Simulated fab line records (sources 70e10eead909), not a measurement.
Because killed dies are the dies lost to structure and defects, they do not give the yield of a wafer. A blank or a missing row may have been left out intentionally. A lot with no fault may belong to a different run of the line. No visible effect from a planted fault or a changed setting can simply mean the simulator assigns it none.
Which tool is to blame?	flow nandHarc	12 lots, 36 wafers sampled, at 2 steps of a route of 1159

## WHAT EACH GAUGE READ, for each wafer
NHARC_P_M0_THK_MEAS_24: measures by xrf.
lot	measured	on	thkNm (nm)
L075	day 6 12:32	filmMetro-01	117.7 118.4 116.7
L076	day 6 14:44	filmMetro-01	116.5 115.6 116.8
L079	day 7 12:52	filmMetro-01	117.1 117.6 113.3
L081	day 7 18:23	filmMetro-02	119.9 116.8 116.6
L084	day 8 04:03	filmMetro-01	113.0 117.5 118.7
L086	day 9 05:14	filmMetro-02	120.5 115.1 116.0
L085	day 9 06:32	filmMetro-01	114.8 118.3 113.8
L089	day 9 22:05	filmMetro-02	116.3 118.0 116.7
L090	day 10 04:46	filmMetro-01	116.2 117.6 115.9
L094	day 10 15:29	filmMetro-01	118.2 117.2 117.3
L095	day 11 03:35	filmMetro-02	117.7 119.3 118.9
L096	day 11 18:23	filmMetro-01	115.9 116.0 115.7

## TOOL THAT RAN EACH LOT (tool first, then ch and the chambers of the sampled wafers, then the start)
lot	NHARC_P_CONTACT_PVD_32
L075	pvdSputter-03, day 6 12:32 or earlier
L076	pvdSputter-01, day 6 14:44 or earlier
L079	pvdSputter-03, day 7 12:52 or earlier
L081	pvdSputter-03, day 7 18:23 or earlier
L084	pvdSputter-03, day 8 04:03 or earlier
L086	pvdSputter-02, day 9 05:14 or earlier
L085	pvdSputter-02, day 9 06:32 or earlier
L089	pvdSputter-01, day 9 22:05 or earlier
L090	pvdSputter-01, day 10 04:46 or earlier
L094	pvdSputter-01, day 10 15:29 or earlier
L095	pvdSputter-01, day 11 03:35 or earlier
L096	pvdSputter-02, day 11 18:23 or earlier
- NHARC_P_CONTACT_PVD_32: deposits Ti, target thk 5 nm, time 17.7 s.

## THE ANSWER, worked out from the rows above alone
Rule: the usual values come from the lots themselves. The widest of any qualifying gaps counts: lots, ordered by their means at a reading, are off when they make up no more than a third of the lots, leave a main group of 4 or more, and stand apart from it by 3 or more times the standard deviation of that group's means. If all means in a main group match to the digits the tables above print for the reading, that group is not used. A lot without any number at a reading at which 4 lots or more have one is off too. The other lots that the step has rows for count as sound.
Nothing can be told from this: no lot is off at any reading shown.

## WHAT THE SIMULATOR HAD INSERTED
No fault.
